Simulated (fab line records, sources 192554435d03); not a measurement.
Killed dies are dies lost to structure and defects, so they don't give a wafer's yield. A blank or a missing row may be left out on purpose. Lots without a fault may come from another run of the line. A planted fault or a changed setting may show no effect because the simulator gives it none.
fab line records | flow n5_finfet
record lots=6 wafers=18 last_day=18
route steps=1938 shown BEOL_M14@1767 BEOL_M15@1773 PASSIVATION@1936
lots that met no fault: from a run of the same line without faults
start_h: hours from the record's first day to the start of the lot's first wafer shown | wait_h: hours since the lot's step before | " the same as in the row above | L1.1+2: a row that stands for several wafers | - no value, or no start given | * or withheld: withheld | < > ~ a bound
route shown NAME@n: a module of which the file shows steps, and the number in the route of the first | usual: mean/standard deviation of fault-free wafers | same: alike in all rows | chamber/n: place in a boat | sites: the reading at each site | _std_site: their standard deviation | _edge_site: outer sites' mean less inner sites' | radius_mm: how far each site lies from the wafer's centre | mask NAME#n: copy n | behind: the tool/chamber that last shaped the wafer | hold: why the lot was held/for how many hours/how that ended | device: the transistor (n, p or np) that didn't switch | end of line: the same wafers' tests at the end of the route | a step without rows: its recipe alone | killed: dies lost to structure and defects at the first sort, not the wafer's yield | map: a wafer's dies, x killed, . not, _ none there
set.NAME: the setting as run; set.NAME@STEP: as run at that earlier step | model.NAME: the simulator's own value behind a step, which no gauge read
lots at some steps of the route; a table a step, a row a wafer
services: from which hour (start_h, from the record's first day; less than 0 if before it) a tool's chamber was out of use, for how many hours, and why
## steps
# step N5_BEOL_M14_CMP_49
# recipe stop_on=SiO2 t_overpolish_s=5.2 down_force_psi=2 platen_rpm=80 clearing_platen_down_force_psi=2 clearing_platen_rpm=80 post_cmp_clean=cu_alkaline target_thk_nm=560 clearing_platen_pad_velocity_m_s=1.5917 pad_velocity_m_s=1.5917
# usual barrier_field_endpoint_s=11.26/0.24 clearing_platen_rpm=79.99/0.042 motor_current_A=8.0/0.73 overpolish_run_s=5.199/0.0094 slurry_flow_ml_min=150.0/0.51 time_to_endpoint_s=121/3.6
# columns lot.wafer tool chamber start_h wait_h barrier_field_endpoint_s clearing_platen_rpm motor_current_A overpolish_run_s slurry_flow_ml_min time_to_endpoint_s
L370.2 cmp-02 2 245.65 0.3 11.02 80.01 8.8 5.185 149.7 117
L370.5 " 3 " " 11.11 80.04 8.1 5.202 150.5 120
L370.6 " 0 " " 11.32 80.00 9.8 5.201 150.1 122
L379.2 cmp-04 0 307.32 0.3 11.57 79.96 7.4 5.220 149.8 128
L379.1 " 1 " " 11.10 79.98 8.1 5.194 149.8 117
L379.5 " 3 " " 11.70 79.97 8.0 5.210 149.9 127
L383.4 cmp-03 2 335.20 0.1 11.06 79.96 7.3 5.198 151.7 118
L383.2 " 3 " " 10.91 80.01 7.0 5.203 150.4 118
L383.3 " 1 " " 10.97 79.93 7.7 5.200 150.4 118
L388.2 cmp-03 3 368.57 0.2 11.82 80.04 7.0 5.198 150.9 122
L388.3 " 0 " " 11.68 79.97 8.9 5.195 150.0 122
L388.6 " 3 " " 11.52 80.01 7.3 5.197 150.9 121
L389.3 cmp-03 2 386.11 0.2 11.59 79.95 7.3 5.212 149.0 125
L389.1 " 3 " " 11.41 80.02 7.0 5.209 150.2 124
L389.5 " 3 " " 11.45 79.97 7.0 5.187 150.3 127
L390.2 cmp-04 3 402.53 0.2 11.06 79.97 7.8 5.200 150.7 118
L390.3 " 0 " " 11.42 80.06 7.7 5.197 149.6 122
L390.4 " 2 " " 11.26 79.96 8.7 5.195 149.8 119
# step N5_BEOL_M14_THK_MEAS_50
# recipe thk_meas_gauge=xrf reads=Cu_of_BEOL_M14_ECD_47
# usual M14_THK=550/8.3
# columns lot.wafer tool chamber start_h wait_h M14_THK[nm]
L370.2 film_metro-01 - 245.84 - 560
L370.5 " - " " 558
L370.6 " - " " 562
L379.1 film_metro-02 - 307.57 - 540
L379.2 " - " " 553
L379.5 " - " " 541
L383.2 film_metro-02 - 335.50 - 561
L383.3 " - " " 545
L383.4 " - " " 546
L388.2 film_metro-02 - 368.86 - 545
L388.3 " - " " 536
L388.6 " - " " 543
L389.1 film_metro-01 - 386.40 - 545
L389.3 " - " " 565
L389.5 " - " " 554
L390.2 film_metro-02 - 402.82 - 564
L390.3 " - " " 552
L390.4 " - " " 541
# step N5_BEOL_M14_PRE_CLEAN_52
# recipe gas=NH3 time_s=15 temp_c=withheld rf_power_w=300
# step N5_BEOL_M14_DEP_53
# recipe material=SiCN target_thk_a=500 temp_c=withheld precursor=3MS/NH3 pressure_torr=3 rf_w=675 time_s=17.8
# usual showerhead_plenum_p_Torr=4.163/0.018 throttle_valve_pct=18.5/0.75
# columns lot.wafer tool chamber start_h wait_h showerhead_plenum_p_Torr throttle_valve_pct
L370.2 pecvd-03 0 245.93 0.0 4.178 20.2
L370.5 " 2 " " 4.173 18.3
L370.6 " 0 " " 4.175 20.2
L379.1 pecvd-01 2 307.66 0.0 4.153 17.6
L379.2 " 1 " " 4.175 18.9
L379.5 " 2 " " 4.162 17.3
L383.2 pecvd-03 1 335.56 0.0 4.175 18.1
L383.3 " 0 " " 4.175 20.1
L383.4 " 0 " " 4.169 20.0
L388.2 pecvd-04 2 368.92 0.0 4.130 18.8
L388.3 " 0 " " 4.149 18.8
L388.6 " 0 " " 4.157 18.6
L389.1 pecvd-01 0 386.47 0.0 4.139 17.8
L389.3 " 1 " " 4.172 18.5
L389.5 " 0 " " 4.137 17.9
L390.2 pecvd-03 2 402.90 0.0 4.182 18.3
L390.3 " 0 " " 4.168 20.1
L390.4 " 2 " " 4.184 18.5
# step N5_BEOL_M14_RS_MEAS_54
# recipe thk_meas_gauge=four-point-probe reads=Cu_of_BEOL_M14_ECD_47+Ta_of_BEOL_M14_SPUTTER_44+TaN_of_BEOL_M14_SPUTTER_43
# usual M14_RS=0.0331/0.00048
# columns lot.wafer tool chamber start_h wait_h M14_RS[ohm/sq]
L370.2 film_metro-02 - 246.00 0.1 0.0325
L370.5 " - " " 0.0325
L370.6 " - " " 0.0324
L379.1 film_metro-02 - 307.72 0.0 0.0335
L379.2 " - " " 0.0326
L379.5 " - " " 0.0334
L383.2 film_metro-01 - 335.62 0.1 0.0326
L383.3 " - " " 0.0335
L383.4 " - " " 0.0333
L388.2 film_metro-01 - 368.99 0.1 0.0334
L388.3 " - " " 0.0339
L388.6 " - " " 0.0335
L389.1 film_metro-01 - 386.53 0.0 0.0330
L389.3 " - " " 0.0320
L389.5 " - " " 0.0327
L390.2 film_metro-01 - 402.98 0.1 0.0324
L390.3 " - " " 0.0331
L390.4 " - " " 0.0337
# step N5_BEOL_M14_INSPECT_55
# recipe inspect_instrument=darkfield mode=post_dep
# usual raw_defect_count=65/24
# columns lot.wafer tool chamber start_h wait_h raw_defect_count
L370.2 defect_inspect-02 - 246.02 0.0 110
L370.5 " - " " 141
L370.6 " - " " 103
L379.1 defect_inspect-01 - 307.75 0.0 96
L379.2 " - " " 55
L379.5 " - " " 63
L383.2 defect_inspect-01 - 335.65 0.0 35
L383.3 " - " " 32
L383.4 " - " " 52
L388.2 defect_inspect-02 - 369.02 0.0 64
L388.3 " - " " 73
L388.6 " - " " 33
L389.1 defect_inspect-01 - 386.56 0.0 72
L389.3 " - " " 39
L389.5 " - " " 31
L390.2 defect_inspect-02 - 403.01 0.0 75
L390.3 " - " " 43
L390.4 " - " " 65
# step N5_BEOL_M15_ILD_DEP_00
# recipe material=SiO2 target_thk_a=16293 temp_c=400 precursor=TEOS/O2 pressure_torr=6.5 rf_w=900 teos_flow_sccm=161.4 gas=O2 flow_sccm=2650 time_s=346.1
# usual heater_power_w=557/93 showerhead_plenum_p_Torr=8.35/0.031 susceptor_temp_C=400.00/0.22 throttle_valve_pct=18.8/0.53
# columns lot.wafer tool chamber start_h wait_h heater_power_w showerhead_plenum_p_Torr susceptor_temp_C throttle_valve_pct
L370.2 pecvd-01 1 246.06 0.0 678 8.35 399.83 19.3
L370.5 " 0 " " 515 8.33 399.69 18.4
L370.6 " 1 " " 658 8.38 399.69 19.7
L379.1 pecvd-02 0 307.79 0.0 635 8.42 399.72 19.4
L379.2 " 1 " " 467 8.39 399.84 17.9
L379.5 " 1 " " 544 8.40 399.82 18.0
L383.2 pecvd-04 2 335.69 0.0 545 8.30 399.77 19.0
L383.3 " 1 " " 599 8.33 399.78 19.0
L383.4 " 1 " " 665 8.34 399.96 18.7
L388.2 pecvd-01 0 369.05 0.0 518 8.31 399.78 18.8
L388.3 " 1 " " 699 8.35 400.19 19.4
L388.6 " 0 " " 631 8.30 399.83 18.6
L389.1 pecvd-01 0 386.60 0.0 556 8.32 399.70 18.4
L389.3 " 2 " " 358 8.35 400.22 18.0
L389.5 " 2 " " 444 8.32 400.29 18.1
L390.2 pecvd-02 2 403.05 0.0 500 8.35 400.18 18.7
L390.3 " 0 " " 676 8.41 400.18 19.5
L390.4 " 0 " " 549 8.38 400.33 19.5
# step N5_BEOL_M15_THK_MEAS_01
# recipe reads=SiO2_of_BEOL_M15_ILD_DEP_00
# usual M15_ILD_THK=1634/20
# columns lot.wafer tool chamber start_h wait_h M15_ILD_THK[nm]
L370.2 film_metro-02 - 246.42 0.3 1611
L370.5 " - " " 1626
L370.6 " - " " 1661
L379.1 film_metro-02 - 308.04 0.1 1599
L379.2 " - " " 1626
L379.5 " - " " 1649
L383.2 film_metro-01 - 335.94 0.1 1638
L383.3 " - " " 1629
L383.4 " - " " 1664
L388.2 film_metro-02 - 369.30 0.1 1647
L388.3 " - " " 1648
L388.6 " - " " 1661
L389.1 film_metro-02 - 386.85 0.1 1598
L389.3 " - " " 1634
L389.5 " - " " 1643
L390.2 film_metro-01 - 403.30 0.1 1602
L390.3 " - " " 1595
L390.4 " - " " 1606
# step N5_BEOL_M15_COAT_58
# recipe resist=BARC temp_c=205 time_s=60 spin_rpm=1500 resist_thk_nm=89
# step N5_BEOL_M15_COAT_04
# recipe spin_rpm=1704 resist_thk_nm=800
# step N5_BEOL_M15_EBR_06
# recipe solvent=PGMEA ebr_width_mm=1.5
# step N5_BEOL_M15_SOFTBAKE_05
# recipe temp_c=130 time_s=60
# step N5_BEOL_M15_EXPOSE_07
# recipe mask_id=V14 na=0.8 source_shape=annular sigma_inner=0.5 sigma_outer=0.8 polarization=unpolarized attpsm_phase_deg=180 dose_mj=41.25
# usual exposure_dose_mJ_cm2=41.22/0.041
# columns lot.wafer tool chamber start_h wait_h mask exposure_dose_mJ_cm2
L370.2 krf_scanner-01 0 246.55 - V14#0 41.23
L370.5 " 0 " " V14#0 41.22
L370.6 " 0 " " V14#0 41.13
L379.1 krf_scanner-02 0 308.17 - V14#0 41.25
L379.2 " 0 " " V14#0 41.22
L379.5 " 0 " " V14#0 41.27
L383.2 krf_scanner-01 0 336.07 - V14#0 41.17
L383.3 " 0 " " V14#0 41.11
L383.4 " 0 " " V14#0 41.21
L388.2 krf_scanner-02 0 369.57 - V14#0 46.43
L388.3 " 0 " " V14#0 46.37
L388.6 " 0 " " V14#0 46.40
L389.1 krf_scanner-01 0 387.10 - V14#0 41.21
L389.3 " 0 " " V14#0 41.24
L389.5 " 0 " " V14#0 41.19
L390.2 krf_scanner-02 0 403.44 - V14#0 43.88
L390.3 " 0 " " V14#0 43.91
L390.4 " 0 " " V14#0 43.89
# step N5_BEOL_M15_PEB_08
# recipe peb_temp_c=130 peb_time_s=90
# step N5_BEOL_M15_DEVELOP_09
# recipe develop_time_s=45 rinse_liquid=diw dry=air_spin dev_temp_c=21
# step N5_BEOL_M15_HARDBAKE_14
# recipe temp_c=130 time_s=120
# step N5_BEOL_M15_CD_MEAS_10
# recipe target_cd_nm=360 landing_energy_ev=500 detector=se_inlens polarity=opening
# usual cd_nm=359.8/1.2
# columns lot.wafer tool chamber start_h wait_h cd_nm
L370.2 cd_sem-01 0 246.72 - 358.5
L370.5 " 0 " " 357.9
L370.6 " 0 " " 358.0
L379.1 cd_sem-02 0 308.34 - 360.1
L379.2 " 0 " " 359.2
L379.5 " 0 " " 359.3
L383.2 cd_sem-02 0 336.24 - 361.4
L383.3 " 0 " " 359.0
L383.4 " 0 " " 360.1
L388.2 cd_sem-02 0 369.73 - 379.2
L388.3 " 0 " " 380.9
L388.6 " 0 " " 379.0
L389.1 cd_sem-01 0 387.28 - 359.9
L389.3 " 0 " " 359.6
L389.5 " 0 " " 359.7
L390.2 cd_sem-02 0 403.60 - 370.7
L390.3 " 0 " " 371.1
L390.4 " 0 " " 371.3
# step N5_BEOL_M15_OVL_MEAS_11
# recipe points_per_wafer=44
# usual V14_OVL=-3/5.8
# columns lot.wafer tool chamber start_h wait_h V14_OVL[nm]
L370.2 overlay-02 0 246.75 0.0 -9
L370.5 " 0 " " -9
L370.6 " 0 " " -5
L379.1 overlay-01 0 308.37 0.0 1
L379.2 " 0 " " -2
L379.5 " 0 " " -1
L383.2 overlay-02 0 336.27 0.0 -10
L383.3 " 0 " " -8
L383.4 " 0 " " -8
L388.2 overlay-02 0 369.76 0.0 -1
L388.3 " 0 " " -11
L388.6 " 0 " " -4
L389.1 overlay-01 0 387.31 0.0 -8
L389.3 " 0 " " -12
L389.5 " 0 " " -15
L390.2 overlay-01 0 403.63 0.0 5
L390.3 " 0 " " 5
L390.4 " 0 " " 5
# step N5_PASSIVATION_PROBE_49
# usual defect_limited_yield=91.4/1.5 killed_at_M0_to_M3=31/11 killed_at_M4_up=13/5.5 killed_at_contacts=13/6.3 killed_at_front_end=40/13 killed_at_other=3.3/2.6 killed_dies=101/18 killed_on_rim=13/4 killed_open=67/13 killed_short=33/7.9 sort_bin_5_function=5.1/1 sort_bin_6_memory=3.2/0.68 sort_n_pass=1079/18 sort_yield_pct=91.4/1.5
# same gross_dies=1180 killed_at_back_side=0 sort_bin_4_leakage[%]=0 sort_bin_8_speed[%]=0
# columns lot.wafer tool chamber start_h wait_h defect_limited_yield[%] killed_at_M0_to_M3 killed_at_M4_up killed_at_contacts killed_at_front_end killed_at_other killed_dies killed_on_rim killed_open killed_short sort_bin_5_function[%] sort_bin_6_memory[%] sort_n_pass sort_yield_pct[%]
L370.2 prober-01 - 269.99 0.1 90.7 34 20 9 44 3 110 11 81 29 5.6 3.2 1070 90.7
L370.5 prober-01 - 270.14 0.2 91.4 29 15 7 44 7 102 10 74 26 4.9 3.4 1078 91.4
L370.6 prober-01 - 270.19 0.3 90.8 42 15 7 37 7 108 16 72 36 5.3 3.5 1072 90.8
L388.2 prober-01 - 387.92 0.1 93.1 24 5 12 35 5 81 9 65 16 4.4 2.2 1099 93.1
L388.3 prober-01 - 387.97 0.1 91.3 20 14 3 65 1 103 8 70 33 4.9 3.6 1077 91.3
L388.6 prober-01 - 388.12 0.3 92.4 12 18 4 50 6 90 19 63 27 4.4 3.0 1090 92.4
L390.4 prober-02 - 422.18 0.2 90.7 32 10 17 47 4 110 10 78 31 5.9 2.9 1070 90.7
# killed by level:class
L370.2 BEOL_M4:geometric_particle:open=12 MOL_CONTACT_COAG:geometric_particle:open=9 BEOL_M0_SAQP:geometric_particle:open=8 ILD0:geometric_particle:open=7 GATE_CUT:geometric_particle:open=7 FIN_SAQP:geometric_particle:open=6 FIN_SAQP:geometric_particle:short=6 BEOL_M2:geometric_particle:open=6
L370.5 FIN_SAQP:geometric_particle:open=11 BEOL_M4:geometric_particle:open=9 DUMMY_GATE:geometric_particle:open=8 BEOL_M2:geometric_particle:open=8 BEOL_M3:geometric_particle:open=7 FIN_SAQP:geometric_particle:short=6 MOL_CONTACT_COAG:geometric_particle:open=5 BEOL_M0_SAQP:geometric_particle:open=5
L370.6 FIN_SAQP:geometric_particle:open=14 BEOL_M0_SAQP:geometric_particle:short=11 BEOL_M2:geometric_particle:open=10 MOL_CONTACT_COAG:geometric_particle:open=7 BEOL_M0_SAQP:geometric_particle:open=7 FIN_SAQP:geometric_particle:short=6 BEOL_M0:geometric_particle:open=4 BEOL_M4:geometric_particle:open=4
L388.2 STI_FIN_REVEAL:geometric_particle:open=13 MOL_CONTACT_COAG:geometric_particle:open=12 BEOL_M2:geometric_particle:open=8 DUMMY_GATE:geometric_particle:open=7 BEOL_M2:geometric_particle:short=7 GATE_CUT:geometric_particle:short=4 BEOL_M4:geometric_particle:open=4 FIN_SAQP:geometric_particle:open=3
L388.3 STI_FIN_REVEAL:geometric_particle:open=19 FIN_SAQP:geometric_particle:open=9 DUMMY_GATE:geometric_particle:open=8 BEOL_M4:geometric_particle:open=7 FIN_SAQP:geometric_particle:short=6 STI_FIN_REVEAL:geometric_particle:short=6 BEOL_M1:geometric_particle:open=5 BEOL_M2:geometric_particle:open=4
L388.6 STI_FIN_REVEAL:geometric_particle:open=20 BEOL_M4:geometric_particle:open=13 FIN_SAQP:geometric_particle:short=7 FIN_SAQP:geometric_particle:open=7 STI_FIN_REVEAL:geometric_particle:short=5 BEOL_M2:geometric_particle:short=5 DUMMY_GATE:geometric_particle:open=4 MOL_CONTACT_COAG:geometric_particle:open=4
L390.4 STI_FIN_REVEAL:geometric_particle:open=21 MOL_CONTACT_COAG:geometric_particle:open=13 BEOL_M2:geometric_particle:open=12 BEOL_M0_SAQP:geometric_particle:open=7 BEOL_M0_SAQP:geometric_particle:short=5 BEOL_M4:geometric_particle:open=5 STARTING-WAFER:geometric_particle:short=5 GATE_CUT:geometric_particle:short=4
## services
# columns tool chamber start_h hours kind
cmp-04 - 229.25 4.0 pm
krf_scanner-02 - 231.30 1.0 pm
cmp-03 - 234.58 4.0 pm
krf_scanner-01 - 240.86 0.3 repair
pecvd-03 - 254.41 2.8 pm
cmp-03 - 263.00 0.4 repair
cmp-04 - 265.45 1.7 repair
krf_scanner-02 - 271.37 0.8 pm
pecvd-01 - 296.54 5.5 pm
krf_scanner-01 - 304.80 1.3 pm
krf_scanner-01 - 311.29 2.5 repair
krf_scanner-01 - 317.75 4.0 pm
cmp-03 - 323.45 5.2 pm
krf_scanner-01 - 331.34 1.0 pm
pecvd-01 0 346.79 4.9 repair
krf_scanner-02 - 351.77 1.3 pm
cmp-02 - 352.06 0.4 repair
krf_scanner-01 - 359.31 0.8 pm
cmp-04 - 362.63 4.3 pm
krf_scanner-01 - 365.81 9.1 repair
pecvd-01 - 376.08 1.3 repair
cmp-04 - 384.37 4.7 pm
krf_scanner-02 - 400.30 1.0 pm
krf_scanner-01 - 400.79 5.9 repair
## key
first_sign step=N5_BEOL_M15_EXPOSE_07 reading=exposure_dose_mJ_cm2 direction=up sigmas=95 usual=41.22 struck=45.15
effect step=N5_BEOL_M15_CD_MEAS_10 reading=cd_nm direction=up sigmas=13 usual=359.8 struck=375.3 through=control_loop
met_at N5_BEOL_M15_EXPOSE_07
struck_wafers L388.2,L388.3,L388.6,L390.2,L390.3,L390.4
loop_trim step=N5_BEOL_M15_EXPOSE_07 setting=dose lots=L390
onset_between 308.17 369.57
fault kind=process_parameter_drift tool=krf_scanner-02 chamber=- onset_h=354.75 steps=N5_BEOL_M15_EXPOSE_07 channel=dose_mj offset=5.2081 shape=step acts_in=these_recipes_only stated=41.25
# loop_trim: a control loop set the setting to another value than it would have without faults
